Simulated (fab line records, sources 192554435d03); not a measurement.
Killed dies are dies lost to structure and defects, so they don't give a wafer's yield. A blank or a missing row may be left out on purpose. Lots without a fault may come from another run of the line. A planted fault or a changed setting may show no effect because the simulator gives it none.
fab line records | flow n5_finfet | part 1 of 2: steps 1 to 25 of 34
record lots=5 wafers=15 last_day=17
route steps=1938 shown BEOL_M1@835 BEOL_M2@841
lots that met no fault: from a run of the same line without faults
start_h: hours from the record's first day to the start of the lot's first wafer shown | wait_h: hours since the lot's step before | " the same as in the row above | L1.1+2: a row that stands for several wafers | - no value, or no start given | * or withheld: withheld | < > ~ a bound
route shown NAME@n: a module of which the file shows steps, and the number in the route of the first | usual: mean/standard deviation of fault-free wafers | same: alike in all rows | chamber/n: place in a boat | sites: the reading at each site | _std_site: their standard deviation | _edge_site: outer sites' mean less inner sites' | radius_mm: how far each site lies from the wafer's centre | mask NAME#n: copy n | behind: the tool/chamber that last shaped the wafer | hold: why the lot was held/for how many hours/how that ended | device: the transistor (n, p or np) that didn't switch | end of line: the same wafers' tests at the end of the route | a step without rows: its recipe alone | killed: dies lost to structure and defects at the first sort, not the wafer's yield | map: a wafer's dies, x killed, . not, _ none there
set.NAME: the setting as run; set.NAME@STEP: as run at that earlier step | model.NAME: the simulator's own value behind a step, which no gauge read
lots at some steps of the route; a table a step, a row a wafer
services: from which hour (start_h, from the record's first day; less than 0 if before it) a tool's chamber was out of use, for how many hours, and why
## steps
# step N5_BEOL_M1_PRE_CLEAN_60
# recipe gas=NH3/H2 time_s=15 temp_c=* rf_power_w=300
# usual heater_power_w=94/22
# columns lot.wafer tool chamber start_h wait_h heater_power_w
L079.1 cvd_co-01 0 169.53 0.0 103
L079.4 " 2 " " 130
L079.6 " 0 " " 102
L084.2 cvd_co-02 1 184.62 0.1 54
L084.3 " 0 " " 80
L084.4 " 0 " " 83
L087.2 cvd_co-02 2 207.25 0.0 91
L087.4 " 1 " " 57
L087.6 " 0 " " 82
L091.1 cvd_co-01 2 234.62 0.2 132
L091.2 " 1 " " 88
L091.3 " 2 " " 128
L095.2 cvd_co-02 2 259.97 0.0 90
L095.4 " 0 " " 82
L095.5 " 1 " " 57
# step N5_BEOL_M1_CO_CAP_55
# recipe material=Co target_thk_a=20 temp_c=200 precursor=CCTBA/H2 pressure_torr=30 time_s=102.1
# usual heater_power_w=247/28
# columns lot.wafer tool chamber start_h wait_h heater_power_w
L079.1 cvd_co-01 0 169.57 0.0 257
L079.4 " 2 " " 298
L079.6 " 0 " " 261
L084.2 cvd_co-02 1 184.66 0.0 198
L084.3 " 0 " " 230
L084.4 " 0 " " 230
L087.2 cvd_co-02 2 207.29 0.0 240
L087.4 " 1 " " 202
L087.6 " 0 " " 233
L091.1 cvd_co-01 2 234.68 0.0 291
L091.2 " 1 " " 231
L091.3 " 2 " " 295
L095.2 cvd_co-02 2 260.01 0.0 249
L095.4 " 0 " " 235
L095.5 " 1 " " 202
# step N5_BEOL_M1_PRE_CLEAN_56
# recipe gas=NH3 time_s=15 temp_c=withheld rf_power_w=300
# columns lot.wafer tool chamber start_h wait_h
L079.1+4+6 pecvd-04 1,1,2 169.66 0.1
L084.2+3+4 pecvd-04 2,0,2 184.75 0.1
L087.2+4+6 pecvd-03 0,1,0 207.38 0.1
L091.1+2+3 pecvd-04 0,1,2 234.82 0.1
L095.2+4+5 pecvd-04 2,1,0 260.10 0.1
# step N5_BEOL_M1_DEP_57
# recipe material=SiCN target_thk_a=80 temp_c=withheld precursor=3MS/NH3 pressure_torr=3 rf_w=202 time_s=14
# usual showerhead_plenum_p_Torr=3.666/0.0095 throttle_valve_pct=9.2/0.43
# columns lot.wafer tool chamber start_h wait_h showerhead_plenum_p_Torr throttle_valve_pct
L079.1 pecvd-04 1 169.68 0.0 3.666 9.9
L079.4 " 1 " " 3.665 9.7
L079.6 " 2 " " 3.665 8.5
L084.2 pecvd-04 2 184.78 0.0 3.668 8.5
L084.3 " 0 " " 3.666 9.4
L084.4 " 2 " " 3.664 8.4
L087.2 pecvd-03 0 207.42 0.0 3.685 9.3
L087.4 " 1 " " 3.651 8.6
L087.6 " 0 " " 3.679 9.3
L091.1 pecvd-04 0 234.85 0.0 3.647 9.6
L091.2 " 1 " " 3.670 9.8
L091.3 " 2 " " 3.658 8.7
L095.2 pecvd-04 2 260.13 0.0 3.668 8.9
L095.4 " 1 " " 3.662 9.6
L095.5 " 0 " " 3.655 9.4
# step N5_BEOL_M1_RS_MEAS_58
# recipe thk_meas_gauge=four-point-probe reads=Co_of_BEOL_M1_CO_CAP_55+Cu_of_BEOL_M1_ECD_50+Co_of_BEOL_M1_CVD_47+TaN_of_BEOL_M1_ALD_84
# usual M1_RS=0.66/0.031
# columns lot.wafer tool chamber start_h wait_h M1_RS[ohm/sq]
L079.1 film_metro-02 - 169.75 0.0 0.71
L079.4 " - " " 0.67
L079.6 " - " " 0.66
L084.2 film_metro-01 - 184.84 0.1 0.66
L084.3 " - " " 0.69
L084.4 " - " " 0.63
L087.2 film_metro-02 - 207.50 0.1 0.66
L087.4 " - " " 0.62
L087.6 " - " " 0.63
L091.1 film_metro-02 - 234.91 0.0 0.64
L091.2 " - " " 0.68
L091.3 " - " " 0.60
L095.2 film_metro-01 - 260.19 0.1 0.68
L095.4 " - " " 0.66
L095.5 " - " " 0.68
# step N5_BEOL_M1_INSPECT_59
# recipe inspect_instrument=darkfield mode=post_dep
# usual raw_defect_count=71/27
# columns lot.wafer tool chamber start_h wait_h raw_defect_count
L079.1 defect_inspect-01 - 169.78 0.0 65
L079.4 " - " " 44
L079.6 " - " " 52
L084.2 defect_inspect-01 - 184.87 0.0 62
L084.3 " - " " 49
L084.4 " - " " 50
L087.2 defect_inspect-02 - 207.53 0.0 118
L087.4 " - " " 88
L087.6 " - " " 70
L091.1 defect_inspect-01 - 234.94 0.0 93
L091.2 " - " " 104
L091.3 " - " " 90
L095.2 defect_inspect-01 - 260.22 0.0 54
L095.4 " - " " 99
L095.5 " - " " 103
# step N5_BEOL_M2_ILD_DEP_00
# recipe material=SiOC target_thk_a=790 temp_c=350 precursor=DEMS/O2 pressure_torr=5 rf_w=500 time_s=15.3
# usual heater_power_w=452/50 showerhead_plenum_p_Torr=5.693/0.013 throttle_valve_pct=12.1/0.62
# columns lot.wafer tool chamber start_h wait_h heater_power_w showerhead_plenum_p_Torr throttle_valve_pct
L079.1 pecvd-04 1 169.81 0.0 450 5.711 12.9
L079.4 " 0 " " 484 5.691 12.7
L079.6 " 2 " " 482 5.696 11.3
L084.2 pecvd-01 0 184.90 0.0 571 5.727 12.5
L084.3 " 1 " " 410 5.677 10.9
L084.4 " 2 " " 426 5.697 11.6
L087.2 pecvd-02 1 207.56 0.0 489 5.699 12.9
L087.4 " 1 " " 484 5.694 12.8
L087.6 " 0 " " 509 5.704 12.6
L091.1 pecvd-02 1 234.98 0.0 505 5.683 12.7
L091.2 " 0 " " 492 5.697 12.4
L091.3 " 2 " " 353 5.698 12.0
L095.2 pecvd-01 2 260.26 0.0 428 5.698 11.6
L095.4 " 2 " " 438 5.692 11.6
L095.5 " 0 " " 507 5.710 12.3
# step N5_BEOL_M2_THK_MEAS_01
# recipe reads=SiOC_of_BEOL_M2_ILD_DEP_00
# usual M2_ILD_THK=79.1/1
# columns lot.wafer tool chamber start_h wait_h M2_ILD_THK[nm]
L079.1 film_metro-02 - 169.88 0.0 77.5
L079.4 " - " " 79.0
L079.6 " - " " 80.1
L084.2 film_metro-02 - 184.97 0.1 78.9
L084.3 " - " " 78.6
L084.4 " - " " 79.9
L087.2 film_metro-02 - 207.63 0.1 78.4
L087.4 " - " " 79.6
L087.6 " - " " 78.9
L091.1 film_metro-01 - 235.04 0.0 79.2
L091.2 " - " " 78.7
L091.3 " - " " 78.3
L095.2 film_metro-02 - 260.32 0.1 80.1
L095.4 " - " " 80.4
L095.5 " - " " 79.6
# step N5_BEOL_M2_PECVD_72
# recipe material=SiO2 target_thk_a=160 temp_c=400 precursor=TEOS/O2 pressure_torr=5.5 rf_w=450 teos_flow_sccm=53.8 gas=O2 flow_sccm=3000 time_s=18
# usual heater_power_w=669/80 showerhead_plenum_p_Torr=8.78/0.062 throttle_valve_pct=22.5/1.2
# columns lot.wafer tool chamber start_h wait_h heater_power_w showerhead_plenum_p_Torr throttle_valve_pct
L079.1 pecvd-01 1 169.92 0.0 542 8.63 20.9
L079.4 " 0 " " 724 8.83 22.9
L079.6 " 2 " " 693 8.81 21.3
L084.2 pecvd-02 1 185.01 0.0 676 8.81 23.6
L084.3 " 0 " " 724 8.79 23.6
L084.4 " 2 " " 592 8.75 22.1
L087.2 pecvd-01 0 207.67 0.0 797 8.83 22.9
L087.4 " 1 " " 532 8.64 20.6
L087.6 " 2 " " 642 8.83 21.6
L091.1 pecvd-04 0 235.08 0.0 666 8.77 23.7
L091.2 " 1 " " 578 8.77 24.6
L091.3 " 2 " " 696 8.77 21.2
L095.2 pecvd-04 2 260.36 0.0 674 8.79 21.6
L095.4 " 2 " " 695 8.79 21.8
L095.5 " 0 " " 719 8.76 23.3
# step N5_BEOL_M2_HM_DEP_02
# recipe material=TiN target_thk_a=200 temp_c=25 chamber_pressure_pa=0.49996
# usual throttle_valve_pct=30.0/1.1
# columns lot.wafer tool chamber start_h wait_h throttle_valve_pct
L079.1 pvd_sputter-02 - 170.01 0.1 30.9
L079.4 " - " " 28.7
L079.6 " - " " 29.0
L084.2 pvd_sputter-01 - 186.93 1.9 29.9
L084.3 " - " " 31.6
L084.4 " - " " 27.9
L087.2 pvd_sputter-01 - 207.76 0.1 27.7
L087.4 " - " " 30.0
L087.6 " - " " 30.3
L091.1 pvd_sputter-03 - 236.80 1.7 29.7
L091.2 " - " " 29.5
L091.3 " - " " 31.7
L095.2 pvd_sputter-03 - 260.44 0.1 30.0
L095.4 " - " " 31.4
L095.5 " - " " 29.7
# step N5_BEOL_M2_COAT_61
# recipe resist=SOC temp_c=250 time_s=60 spin_rpm=1500 resist_thk_nm=60
# columns lot.wafer tool chamber start_h wait_h
L079.1+4+6 litho_track-05 0 170.14 0.1
L084.2+3+4 litho_track-04 0 187.06 0.1
L087.2+4+6 litho_track-04 0 207.89 0.1
L091.1+2+3 litho_track-02 0 236.94 0.1
L095.2+4+5 litho_track-04 0 260.56 0.1
# step N5_BEOL_M2_COAT_62
# recipe resist=SiARC temp_c=220 time_s=60 spin_rpm=1500 resist_thk_nm=12
# columns lot.wafer tool chamber start_h wait_h
L079.1+4+6 litho_track-05 0 - -
L084.2+3+4 litho_track-04 0 - -
L087.2+4+6 litho_track-04 0 - -
L091.1+2+3 litho_track-02 0 - -
L095.2+4+5 litho_track-04 0 - -
# step N5_BEOL_M2_COAT_73
# recipe resist=underlayer temp_c=205 time_s=60 spin_rpm=1500 resist_thk_nm=5
# columns lot.wafer tool chamber start_h wait_h
L079.1+4+6 litho_track-05 0 - -
L084.2+3+4 litho_track-04 0 - -
L087.2+4+6 litho_track-04 0 - -
L091.1+2+3 litho_track-02 0 - -
L095.2+4+5 litho_track-04 0 - -
# step N5_BEOL_M2_COAT_05
# recipe resist=CAR-EUV spin_rpm=1500 resist_thk_nm=30
# columns lot.wafer tool chamber start_h wait_h
L079.1+4+6 litho_track-05 0 - -
L084.2+3+4 litho_track-04 0 - -
L087.2+4+6 litho_track-04 0 - -
L091.1+2+3 litho_track-02 0 - -
L095.2+4+5 litho_track-04 0 - -
# step N5_BEOL_M2_EBR_07
# recipe solvent=PGMEA ebr_width_mm=1.5
# same ebr_width_mm=1.5
# columns lot.wafer tool chamber start_h wait_h
L079.1+4+6 litho_track-05 0 - -
L084.2+3+4 litho_track-04 0 - -
L087.2+4+6 litho_track-04 0 - -
L091.1+2+3 litho_track-02 0 - -
L095.2+4+5 litho_track-04 0 - -
# step N5_BEOL_M2_SOFTBAKE_06
# recipe temp_c=110 time_s=60 resist=CAR-EUV
# columns lot.wafer tool chamber start_h wait_h
L079.1+4+6 litho_track-05 0 - -
L084.2+3+4 litho_track-04 0 - -
L087.2+4+6 litho_track-04 0 - -
L091.1+2+3 litho_track-02 0 - -
L095.2+4+5 litho_track-04 0 - -
# step N5_BEOL_M2_EXPOSE_08
# recipe mask_id=M2 na=0.33 source_shape=dipole sigma_inner=0.369 sigma_outer=0.767 polarization=unpolarized dose_mj=41.25
# columns lot.wafer tool chamber start_h wait_h mask
L079.1+4+6 euv_scanner-02 0 170.28 - M2#0
L084.2+3+4 euv_scanner-02 0 187.34 - M2#0
L087.2+4+6 euv_scanner-01 0 208.03 - M2#0
L091.1+2+3 euv_scanner-02 0 237.20 - M2#0
L095.2+4+5 euv_scanner-02 0 260.71 - M2#0
# step N5_BEOL_M2_PEB_09
# recipe peb_temp_c=100 peb_time_s=60 resist=CAR-EUV
# columns lot.wafer tool chamber start_h wait_h
L079.1+4+6 litho_track-05 0 170.34 0.1
L084.2+3+4 litho_track-04 0 187.40 0.1
L087.2+4+6 litho_track-04 0 208.09 0.1
L091.1+2+3 litho_track-05 0 237.27 0.1
L095.2+4+5 litho_track-05 0 260.76 0.1
# step N5_BEOL_M2_DEVELOP_10
# recipe develop_time_s=30 developer=TMAH resist=CAR-EUV rinse_liquid=surfactant_rinse dry=air_spin dev_temp_c=23
# columns lot.wafer tool chamber start_h wait_h
L079.1+4+6 litho_track-05 0 - -
L084.2+3+4 litho_track-04 0 - -
L087.2+4+6 litho_track-04 0 - -
L091.1+2+3 litho_track-05 0 - -
L095.2+4+5 litho_track-05 0 - -
# step N5_BEOL_M2_CD_MEAS_11
# recipe target_cd_nm=16.79 landing_energy_ev=500 detector=se_inlens polarity=opening
# usual cd_nm=16.79/0.25
# columns lot.wafer tool chamber start_h wait_h cd_nm
L079.1 cd_sem-01 0 170.41 - 16.87
L079.4 " 0 " " 17.14
L079.6 " 0 " " 17.17
L084.2 cd_sem-01 0 187.47 - 16.49
L084.3 " 0 " " 16.37
L084.4 " 0 " " 16.67
L087.2 cd_sem-01 0 208.16 - 16.99
L087.4 " 0 " " 16.66
L087.6 " 0 " " 16.75
L091.1 cd_sem-02 0 237.33 - 17.20
L091.2 " 0 " " 16.69
L091.3 " 0 " " 16.96
L095.2 cd_sem-02 0 260.83 - 17.16
L095.4 " 0 " " 17.00
L095.5 " 0 " " 17.17
# step N5_BEOL_M2_OVL_MEAS_12
# recipe points_per_wafer=522
# usual M2_OVL=-0.2/0.65
# columns lot.wafer tool chamber start_h wait_h M2_OVL[nm]
L079.1 overlay-02 0 170.44 0.0 0.2
L079.4 " 0 " " -0.3
L079.6 " 0 " " -0.4
L084.2 overlay-02 0 187.50 0.0 -0.4
L084.3 " 0 " " 0.3
L084.4 " 0 " " -1.0
L087.2 overlay-01 0 208.19 0.0 0.1
L087.4 " 0 " " -0.1
L087.6 " 0 " " -1.1
L091.1 overlay-01 0 237.36 0.0 -0.4
L091.2 " 0 " " -0.3
L091.3 " 0 " " -0.4
L095.2 overlay-02 0 260.87 0.0 0.3
L095.4 " 0 " " 1.3
L095.5 " 0 " " 0.2
# step N5_BEOL_M2_INSPECT_13
# recipe mode=adi inspect_instrument=brightfield
# usual raw_defect_count=439/100
# columns lot.wafer tool chamber start_h wait_h raw_defect_count
L079.1 defect_inspect-02 - 170.50 0.1 292
L079.4 " - " " 430
L079.6 " - " " 350
L084.2 defect_inspect-01 - 187.56 0.0 639
L084.3 " - " " 496
L084.4 " - " " 506
L087.2 defect_inspect-02 - 208.24 0.0 503
L087.4 " - " " 367
L087.6 " - " " 488
L091.1 defect_inspect-01 - 237.42 0.1 458
L091.2 " - " " 493
L091.3 " - " " 520
L095.2 defect_inspect-02 - 260.92 0.0 376
L095.4 " - " " 483
L095.5 " - " " 460
# step N5_BEOL_M2_DESCUM_16
# recipe chemistry=O2 time_s=7 source_power_w=50 bias_power_w=20 pressure_mtorr=20 rf_frequency_hz=2.712e+07 temp_c=40 resist=CAR-EUV o2_flow_sccm=225
# usual drypump_motor_current_A=5.9/0.42 oes_product_au=0.82/0.096 rf_vpp_V=243.2/1.6 showerhead_plenum_p_Torr=2.11/0.081 throttle_valve_pct=20.41/0.27
# columns lot.wafer tool chamber start_h wait_h drypump_motor_current_A oes_product_au rf_hours_counter_h rf_vpp_V showerhead_plenum_p_Torr throttle_valve_pct
L079.1 rie_diel-04 3 170.79 0.3 5.9 0.70 221 244.8 2.16 20.82
L079.4 " 2 " " 5.9 0.66 - 241.7 2.00 20.50
L079.6 " 0 " " 5.7 0.95 - 241.3 2.05 20.47
L084.2 rie_diel-04 0 187.59 0.0 5.7 0.93 19 242.5 2.04 20.50
L084.3 " 1 " " 6.4 0.89 34 245.3 2.23 20.64
L084.4 " 3 " " 6.0 0.70 - 244.4 2.15 20.81
L087.2 rie_diel-05 3 208.30 0.1 5.6 0.70 209 244.6 2.15 20.57
L087.4 " 1 " " 5.8 0.89 31 241.1 2.05 20.39
L087.6 " 3 " " 5.6 0.71 - 243.3 2.15 20.54
L091.1 rie_diel-04 3 237.46 0.0 6.0 0.68 247 242.6 2.15 20.85
L091.2 " 0 " " 5.7 0.91 28 241.7 2.04 20.51
L091.3 " 1 " " 6.4 0.85 55 246.4 2.23 20.65
L095.2 rie_diel-04 2 260.96 0.0 5.9 0.93 21 244.3 2.25 20.10
L095.4 " 1 " " 6.4 0.85 - 244.4 2.22 20.68
L095.5 " 2 " " 5.9 0.94 - 246.5 2.25 20.09
# step N5_BEOL_M2_ETCH_74
# recipe chemistry=N2/H2 target=underlayer target_depth_a=65 mask_material=CAR-EUV time_s=5.2 ion_energy_ev=200 pressure_mtorr=30 source_w=840 bias_w=150 n2_flow_sccm=200 h2_flow_sccm=200 ends=cleared
# usual drypump_motor_current_A=5.9/0.42 etch_rf_on_time_s=5.18/0.13 oes_product_au=0.70/0.08 rf_vpp_V=524.4/2.8 showerhead_plenum_p_Torr=2.55/0.096 throttle_valve_pct=17.79/0.27
# columns lot.wafer tool chamber start_h wait_h drypump_motor_current_A etch_rf_on_time_s oes_product_au rf_hours_counter_h rf_vpp_V showerhead_plenum_p_Torr throttle_valve_pct
L079.1 rie_diel-04 3 170.82 0.0 5.9 5.41 0.60 221 523.2 2.61 18.23
L079.4 " 2 " " 5.9 5.32 0.57 - 519.2 2.40 17.78
L079.6 " 0 " " 5.7 5.13 0.80 - 523.2 2.48 17.81
L084.2 rie_diel-04 0 187.62 0.0 5.7 5.07 0.80 19 522.4 2.48 17.85
L084.3 " 1 " " 6.4 5.09 0.76 34 529.1 2.71 18.04
L084.4 " 3 " " 6.0 5.32 0.59 - 526.9 2.61 18.24
L087.2 rie_diel-05 3 208.33 0.0 5.6 5.07 0.60 209 526.3 2.62 17.93
L087.4 " 1 " " 5.8 5.52 0.75 31 522.2 2.48 17.68
L087.6 " 3 " " 5.6 5.08 0.62 - 526.1 2.62 17.91
L091.1 rie_diel-04 3 237.49 0.0 6.0 5.34 0.58 247 524.6 2.60 18.25
L091.2 " 0 " " 5.7 5.13 0.78 28 521.4 2.47 17.87
L091.3 " 1 " " 6.4 5.14 0.73 55 528.9 2.70 18.06
L095.2 rie_diel-04 2 260.99 0.0 5.9 5.14 0.79 21 530.7 2.71 17.34
L095.4 " 1 " " 6.4 5.16 0.72 - 530.7 2.70 18.06
L095.5 " 2 " " 5.9 5.11 0.79 - 527.5 2.71 17.35
# step N5_BEOL_M2_ETCH_63
# recipe chemistry=CF4 target=SiARC target_depth_a=156 mask_material=CAR-EUV time_s=26 ion_energy_ev=80 pressure_mtorr=40 source_w=545 bias_w=36 Ar_flow_sccm=100 cf4_flow_sccm=100 ends=cleared
# usual drypump_motor_current_A=5.9/0.42 etch_rf_on_time_s=25.9/0.61 oes_product_au=0.70/0.079 rf_vpp_V=184.1/1.2 showerhead_plenum_p_Torr=2.15/0.071 throttle_valve_pct=15.56/0.24
# columns lot.wafer tool chamber start_h wait_h drypump_motor_current_A etch_rf_on_time_s oes_product_au rf_hours_counter_h rf_vpp_V showerhead_plenum_p_Torr throttle_valve_pct
L079.1 rie_diel-04 3 170.84 0.0 5.9 26.1 0.59 221 184.1 2.20 15.95
L079.4 " 2 " " 5.9 26.0 0.57 - 181.5 2.03 15.62
L079.6 " 0 " " 5.7 25.4 0.81 - 183.5 2.11 15.62
L084.2 rie_diel-04 0 187.64 0.0 5.7 25.6 0.79 19 183.4 2.11 15.66
L084.3 " 1 " " 6.4 25.7 0.76 34 185.6 2.26 15.63
L084.4 " 3 " " 5.9 26.4 0.59 - 184.6 2.20 15.96
L087.2 rie_diel-05 3 208.35 0.0 5.6 25.7 0.61 209 184.6 2.20 15.84
L087.4 " 1 " " 5.8 27.0 0.75 31 184.0 2.10 15.56
L087.6 " 3 " " 5.6 25.4 0.62 - 184.2 2.20 15.82
L091.1 rie_diel-04 3 237.51 0.0 5.9 26.3 0.58 247 183.6 2.19 16.00
L091.2 " 0 " " 5.7 25.4 0.79 28 184.2 2.10 15.68
L091.3 " 1 " " 6.4 25.8 0.73 55 185.7 2.25 15.68
L095.2 rie_diel-04 2 261.01 0.0 5.9 25.6 0.81 21 184.3 2.28 15.17
L095.4 " 1 " " 6.4 25.8 0.71 - 186.0 2.25 15.70
L095.5 " 2 " " 5.9 25.5 0.80 - 186.2 2.28 15.17
